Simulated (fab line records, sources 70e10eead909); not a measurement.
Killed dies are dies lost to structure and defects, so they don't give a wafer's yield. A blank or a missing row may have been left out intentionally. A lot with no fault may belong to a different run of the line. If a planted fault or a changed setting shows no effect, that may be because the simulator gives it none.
What tool caused it? | flow nand-harc | 24 lots with 72 wafers sampled at 6 steps, on a route of 1302 steps

== WHAT THE GAUGES SHOWED, per wafer ==
NHARC_A_DECK1_JOINT_INSPECT_05.
lot  | measured     | on                | raw-defect-count
L074 | day 12 09:58 | defect-inspect-01 | 353 275 354
L075 | day 12 09:51 | defect-inspect-02 | 320 284 273
L076 | day 13 02:24 | defect-inspect-01 | 604 435 473
L077 | day 13 21:34 | defect-inspect-02 | 203 330 277
L078 | day 13 21:34 | defect-inspect-01 | 426 467 387
L079 | day 14 17:49 | defect-inspect-02 | 180 267 155
L081 | day 15 06:36 | defect-inspect-02 | 390 354 267
L080 | day 15 06:34 | defect-inspect-01 | 210 245 356
L082 | day 15 18:52 | defect-inspect-01 | 216 223 311
L083 | day 16 05:16 | defect-inspect-02 | 460 351 434
L084 | day 16 20:31 | defect-inspect-02 | 366 619 383
L085 | day 17 13:52 | defect-inspect-02 | 304 323 349
L086 | day 17 13:50 | defect-inspect-01 | 578 730 756
L088 | day 18 15:59 | defect-inspect-02 | 306 248 298
L087 | day 19 00:16 | defect-inspect-01 | 233 255 213
L090 | day 19 00:27 | defect-inspect-01 | 276 432 419
L089 | day 19 00:17 | defect-inspect-02 | 321 332 283
L091 | day 19 13:10 | defect-inspect-02 | 326 454 210
L092 | day 19 13:15 | defect-inspect-02 | 478 356 654
L093 | day 20 19:15 | defect-inspect-02 | 199 198 358
L094 | day 20 19:14 | defect-inspect-01 | 250 212 292
L095 | day 21 14:43 | defect-inspect-02 | 471 310 301
L096 | day 21 14:43 | defect-inspect-01 | 281 548 430
L097 | day 21 22:23 | defect-inspect-01 | 210 170 95

NHARC_A_ONON_D2_THK_MEAS_34: measures by ellipsometry.
lot  | measured     | on            | thk-nm (nm)
L074 | day 13 02:34 | film-metro-02 | 202 199 203
L075 | day 13 02:31 | film-metro-01 | 198 202 204
L076 | day 13 16:02 | film-metro-02 | 204 204 207
L077 | day 14 11:25 | film-metro-01 | 202 200 204
L078 | day 14 11:25 | film-metro-02 | 203 202 203
L079 | day 15 07:03 | film-metro-02 | 197 199 200
L081 | day 15 20:50 | film-metro-02 | 197 197 203
L080 | day 15 20:51 | film-metro-01 | 201 198 201
L082 | day 16 08:16 | film-metro-01 | 200 199 202
L083 | day 16 21:02 | film-metro-01 | 193 196 197
L084 | day 17 10:07 | film-metro-01 | 203 209 207
L085 | day 18 03:08 | film-metro-01 | 195 198 204
L086 | day 18 03:20 | film-metro-01 | 201 205 201
L088 | day 19 06:30 | film-metro-02 | 198 198 200
L087 | day 19 13:34 | film-metro-01 | 199 197 198
L090 | day 19 13:44 | film-metro-01 | 201 199 203
L089 | day 19 13:55 | film-metro-01 | 202 206 206
L091 | day 20 02:08 | film-metro-01 | 196 197 201
L092 | day 20 02:13 | film-metro-02 | 197 200 199
L093 | day 21 08:11 | film-metro-01 | 198 200 204
L094 | day 21 08:10 | film-metro-02 | 200 200 204
L095 | day 22 04:00 | film-metro-02 | 200 202 204
L096 | day 22 04:20 | film-metro-02 | 201 203 201
L097 | day 22 11:17 | film-metro-02 | 198 197 197

== EACH LOT AND THE TOOL THAT RAN IT (in order: tool; ch and the chambers of the sampled wafers; start) ==
lot  | NHARC_A_CHANNEL_HOLE_D1_ETCH_22  | NHARC_A_CHANNEL_HOLE_D1_ETCH_33  | NHARC_A_CHANNEL_HOLE_D1_XSEM_31 | NHARC_A_DECK1_JOINT_CMP_02
L074 | har-etch-02 ch 0,1, day 8 19:20  | har-etch-02 ch 0,1, day 8 22:26  | xsem-01 ch 0, day 9 00:05       | cmp-01 ch 0,2,3, day 12 09:13
L075 | har-etch-01 ch 0,1, day 8 20:04  | har-etch-01 ch 0,1, day 8 23:11  | xsem-02 ch 0, day 9 00:50       | cmp-03 ch 0,1,2, day 12 09:09
L076 | har-etch-01 ch 1, day 9 04:12    | har-etch-01 ch 1, day 9 07:14    | xsem-01 ch 0, day 9 08:50       | cmp-02 ch 0,1,3, day 13 01:42
L077 | har-etch-02 ch 1, day 9 23:36    | har-etch-02 ch 1, day 10 02:39   | xsem-01 ch 0, day 10 04:17      | cmp-02 ch 1,3, day 13 20:52
L078 | har-etch-02 ch 0, day 10 03:40   | har-etch-02 ch 0, day 10 06:47   | xsem-01 ch 0, day 10 08:25      | cmp-03 ch 0,2, day 13 20:53
L079 | har-etch-01 ch 0,1, day 10 16:31 | har-etch-01 ch 0,1, day 10 19:26 | xsem-02 ch 0, day 10 21:14      | cmp-02 ch 0,3, day 14 17:06
L081 | har-etch-02 ch 0,1, day 11 08:25 | har-etch-02 ch 0,1, day 11 11:32 | xsem-02 ch 0, day 11 13:19      | cmp-01 ch 1,2, day 15 05:52
L080 | har-etch-01 ch 0, day 11 11:05   | har-etch-01 ch 0, day 11 14:11   | xsem-01 ch 0, day 11 15:49      | cmp-02 ch 0,3, day 15 05:52
L082 | har-etch-02 ch 0,1, day 12 04:08 | har-etch-02 ch 0,1, day 12 07:10 | xsem-01 ch 0, day 12 08:46      | cmp-03 ch 0,2, day 15 18:10
L083 | har-etch-02 ch 0,1, day 12 13:38 | har-etch-02 ch 0,1, day 12 16:44 | xsem-02 ch 0, day 12 18:22      | cmp-02 ch 0,2,3, day 16 04:33
L084 | har-etch-02 ch 0,1, day 13 02:32 | har-etch-02 ch 0,1, day 13 05:34 | xsem-01 ch 0, day 13 07:10      | cmp-01 ch 0,2,3, day 16 19:53
L085 | har-etch-01 ch 0,1, day 13 15:56 | har-etch-01 ch 0,1, day 13 18:56 | xsem-01 ch 0, day 13 20:31      | cmp-03 ch 0,1,3, day 17 13:11
L086 | har-etch-02 ch 0,1, day 13 16:17 | har-etch-02 ch 0,1, day 13 19:13 | xsem-02 ch 0, day 13 20:46      | cmp-01 ch 2,3, day 17 13:10
L088 | har-etch-02 ch 0,1, day 15 01:06 | har-etch-02 ch 0,1, day 15 04:04 | xsem-02 ch 0, day 15 05:39      | cmp-01 ch 1,2, day 18 15:16
L087 | har-etch-01 ch 0,1, day 15 04:29 | har-etch-01 ch 0,1, day 15 07:34 | xsem-01 ch 0, day 15 09:10      | cmp-01 ch 0,1,3, day 18 23:37
L090 | har-etch-01 ch 0,1, day 15 08:47 | har-etch-01 ch 0,1, day 15 11:45 | xsem-02 ch 0, day 15 13:20      | cmp-03 ch 0,2,3, day 18 23:48
L089 | har-etch-02 ch 0,1, day 15 08:56 | har-etch-02 ch 0,1, day 15 12:02 | xsem-01 ch 0, day 15 13:40      | cmp-03 ch 0,1, day 18 23:34
L091 | har-etch-02 ch 0,1, day 15 18:01 | har-etch-02 ch 0,1, day 15 21:08 | xsem-01 ch 0, day 15 22:46      | cmp-03 ch 0,3, day 19 12:28
L092 | har-etch-02 ch 0,1, day 15 22:44 | har-etch-02 ch 0,1, day 16 01:50 | xsem-02 ch 0, day 16 03:28      | cmp-01 ch 1,2,3, day 19 12:28
L093 | har-etch-01 ch 0,1, day 16 19:56 | har-etch-01 ch 0,1, day 16 23:02 | xsem-02 ch 0, day 17 00:41      | cmp-03 ch 1,2, day 20 18:32
L094 | har-etch-01 ch 0,1, day 17 00:05 | har-etch-01 ch 0,1, day 17 03:11 | xsem-01 ch 0, day 17 04:59      | cmp-01 ch 0,2,3, day 20 18:34
L095 | har-etch-02 ch 0,1, day 17 19:22 | har-etch-02 ch 0,1, day 17 22:29 | xsem-02 ch 0, day 18 00:07      | cmp-02 ch 2,3, day 21 14:01
L096 | har-etch-01 ch 0,1, day 17 23:16 | har-etch-01 ch 0,1, day 18 02:24 | xsem-01 ch 0, day 18 04:02      | cmp-01 ch 2,3, day 21 14:01
L097 | har-etch-02 ch 0, day 18 05:49   | har-etch-02 ch 0, day 18 08:50   | xsem-02 ch 0, day 18 10:26      | cmp-01 ch 0,2,3, day 21 21:40
- NHARC_A_CHANNEL_HOLE_D1_ETCH_22: etches the open film in C4F8/O2/Ar, time 666.7 s, target depth 1600 nm.
- NHARC_A_CHANNEL_HOLE_D1_ETCH_33: etches the open film in C4F8/O2/Ar, time 90 s, target depth 400 nm.
- NHARC_A_CHANNEL_HOLE_D1_XSEM_31
- NHARC_A_DECK1_JOINT_CMP_02: polishes SiOx.

== AS READ BY THE TOOLS THEMSELVES (means over the sampled wafers that have a number; for cases with no such wafer, the mark the record gives instead) ==
NHARC_A_CHANNEL_HOLE_D1_ETCH_22.
lot  | tool        | drypump-motor-current-A (A) | oes-air-line-au (a.u.) | showerhead-plenum-p-Torr (Torr) | throttle-valve-pct (%)
L074 | har-etch-02 | 6.12                        | 0.996                  | 3.66                            | 32.159
L075 | har-etch-01 | 5.93                        | 0.997                  | 3.73                            | 32.162
L076 | har-etch-01 | 5.84                        | 0.987                  | 3.73                            | 32.148
L077 | har-etch-02 | 6.06                        | 0.979                  | 3.42                            | 32.152
L078 | har-etch-02 | 6.14                        | 1.001                  | 3.75                            | 32.152
L079 | har-etch-01 | 5.89                        | 0.999                  | 3.72                            | 32.150
L081 | har-etch-02 | 6.08                        | 1.001                  | 3.52                            | 32.158
L080 | har-etch-01 | 5.96                        | 0.994                  | 3.71                            | 32.157
L082 | har-etch-02 | 6.09                        | 0.979                  | 3.52                            | 32.155
L083 | har-etch-02 | 6.06                        | 1.011                  | 3.51                            | 32.153
L084 | har-etch-02 | 6.08                        | 0.993                  | 3.63                            | 32.160
L085 | har-etch-01 | 5.92                        | 1.000                  | 3.70                            | 32.157
L086 | har-etch-02 | 6.07                        | 1.007                  | 3.50                            | 32.155
L088 | har-etch-02 | 6.09                        | 1.004                  | 3.86                            | 32.155
L087 | har-etch-01 | 5.90                        | 0.987                  | 3.69                            | 32.148
L090 | har-etch-01 | 5.91                        | 1.014                  | 3.69                            | 32.157
L089 | har-etch-02 | 6.07                        | 0.979                  | 3.86                            | 32.162
L091 | har-etch-02 | 6.11                        | 0.992                  | 3.78                            | 32.157
L092 | har-etch-02 | 6.09                        | 1.025                  | 3.85                            | 32.159
L093 | har-etch-01 | 5.88                        | 0.968                  | 3.67                            | 32.147
L094 | har-etch-01 | 5.92                        | 1.012                  | 3.67                            | 32.149
L095 | har-etch-02 | 6.11                        | 0.991                  | 3.77                            | 32.158
L096 | har-etch-01 | 5.87                        | 0.995                  | 3.66                            | 32.164
L097 | har-etch-02 | 6.08                        | 1.017                  | 3.70                            | 32.152

NHARC_A_CHANNEL_HOLE_D1_ETCH_33.
lot  | tool        | bias-v (V) | drypump-motor-current-A (A) | oes-air-line-au (a.u.) | showerhead-plenum-p-Torr (Torr) | throttle-valve-pct (%)
L074 | har-etch-02 | 403        | 6.11                        | 1.002                  | 3.69                            | 27.625
L075 | har-etch-01 | 399        | 5.92                        | 1.030                  | 3.77                            | 27.622
L076 | har-etch-01 | 406        | 5.90                        | 0.993                  | 3.77                            | 27.612
L077 | har-etch-02 | 400        | 6.07                        | 0.982                  | 3.45                            | 27.621
L078 | har-etch-02 | 401        | 6.11                        | 1.020                  | 3.79                            | 27.614
L079 | har-etch-01 | 397        | 5.87                        | 1.000                  | 3.76                            | 27.625
L081 | har-etch-02 | 396        | 6.07                        | 1.004                  | 3.56                            | 27.608
L080 | har-etch-01 | 404        | 5.99                        | 1.002                  | 3.75                            | 27.624
L082 | har-etch-02 | 398        | 6.07                        | 0.996                  | 3.55                            | 27.618
L083 | har-etch-02 | 398        | 6.07                        | 1.008                  | 3.55                            | 27.622
L084 | har-etch-02 | 400        | 6.10                        | 1.000                  | 3.66                            | 27.620
L085 | har-etch-01 | 401        | 5.92                        | 0.980                  | 3.74                            | 27.615
L086 | har-etch-02 | 400        | 6.09                        | 0.989                  | 3.54                            | 27.625
L088 | har-etch-02 | 404        | 6.07                        | 1.003                  | 3.91                            | 27.624
L087 | har-etch-01 | 403        | 5.88                        | 0.987                  | 3.73                            | 27.622
L090 | har-etch-01 | 400        | 5.88                        | 0.996                  | 3.72                            | 27.626
L089 | har-etch-02 | 399        | 6.08                        | 0.998                  | 3.90                            | 27.611
L091 | har-etch-02 | 404        | 6.08                        | 1.002                  | 3.82                            | 27.620
L092 | har-etch-02 | 403        | 6.08                        | 0.991                  | 3.90                            | 27.621
L093 | har-etch-01 | 399        | 5.89                        | 1.019                  | 3.71                            | 27.613
L094 | har-etch-01 | 399        | 5.91                        | 1.019                  | 3.71                            | 27.620
L095 | har-etch-02 | 405        | 6.10                        | 0.986                  | 3.81                            | 27.618
L096 | har-etch-01 | 402        | 5.92                        | 0.972                  | 3.70                            | 27.624
L097 | har-etch-02 | 399        | 6.10                        | 0.997                  | 3.74                            | 27.624

NHARC_A_CHANNEL_HOLE_D1_XSEM_31.
lot  | tool    | bot-cd-nm (nm) | bow-nm (nm) | tilt-deg (degrees)
L074 | xsem-01 | 71.8           | 8.4         | 0.06
L075 | xsem-02 | 72.5           | 8.8         | 0.05
L076 | xsem-01 | 73.0           | 8.5         | 0.10
L077 | xsem-01 | 74.7           | 8.2         | 0.00
L078 | xsem-01 | 73.6           | 9.1         | 0.02
L079 | xsem-02 | 74.4           | 8.6         | 0.09
L081 | xsem-02 | 75.9           | 8.7         | 0.02
L080 | xsem-01 | 72.8           | 8.3         | 0.12
L082 | xsem-01 | 74.1           | 9.0         | 0.08
L083 | xsem-02 | 74.3           | 8.6         | 0.09
L084 | xsem-01 | 74.1           | 8.7         | 0.09
L085 | xsem-01 | 74.5           | 8.6         | 0.08
L086 | xsem-02 | 73.6           | 8.3         | -0.03
L088 | xsem-02 | 73.8           | 8.3         | 0.04
L087 | xsem-01 | 73.3           | 8.5         | 0.02
L090 | xsem-02 | 73.1           | 8.6         | 0.06
L089 | xsem-01 | 74.1           | 8.5         | 0.04
L091 | xsem-01 | 69.9           | 8.7         | 0.03
L092 | xsem-02 | 73.5           | 7.9         | 0.09
L093 | xsem-02 | 74.7           | 9.2         | 0.10
L094 | xsem-01 | 74.7           | 8.4         | 0.05
L095 | xsem-02 | 75.7           | 8.5         | 0.09
L096 | xsem-01 | 73.9           | 9.3         | 0.01
L097 | xsem-02 | 74.5           | 8.3         | 0.04

NHARC_A_DECK1_JOINT_CMP_02.
lot  | tool   | motor-current-A (A)
L074 | cmp-01 | 10.9
L075 | cmp-03 | 12.1
L076 | cmp-02 | 10.5
L077 | cmp-02 | 10.6
L078 | cmp-03 | 11.6
L079 | cmp-02 | 10.9
L081 | cmp-01 | 10.3
L080 | cmp-02 | 9.9
L082 | cmp-03 | 12.1
L083 | cmp-02 | 11.1
L084 | cmp-01 | 10.8
L085 | cmp-03 | 12.6
L086 | cmp-01 | 10.8
L088 | cmp-01 | 10.7
L087 | cmp-01 | 11.5
L090 | cmp-03 | 12.4
L089 | cmp-03 | 12.3
L091 | cmp-03 | 13.1
L092 | cmp-01 | 10.6
L093 | cmp-03 | 11.5
L094 | cmp-01 | 10.8
L095 | cmp-02 | 11.9
L096 | cmp-01 | 10.6
L097 | cmp-01 | 10.7

== THE ANSWER, worked out from the rows above alone ==
Rule: what is usual is taken from the lots themselves. Put in order of their means at a reading, lots are off if they are a third of the lots or fewer, leave a main group of 4 or more, and stand apart from it by a gap of 3 or more times the standard deviation of the main group's means; of several such gaps the widest counts. A main group whose means are all the same, to the digits that the tables above print for the reading, isn't used. A lot without any number at a reading at which 4 lots or more have one is off too. The other lots that the step has rows for count as sound. Order of review: gauges by route order, followed by the tools' own readings, for which a lot's mean as printed above is used. The first step at which some lot is off is used, and at that step the reading that is off furthest; a lot without a number counts as furthest.
None of the lots is off at any reading shown; this tells nothing.

== WHAT THE SIMULATOR HAD INSERTED ==
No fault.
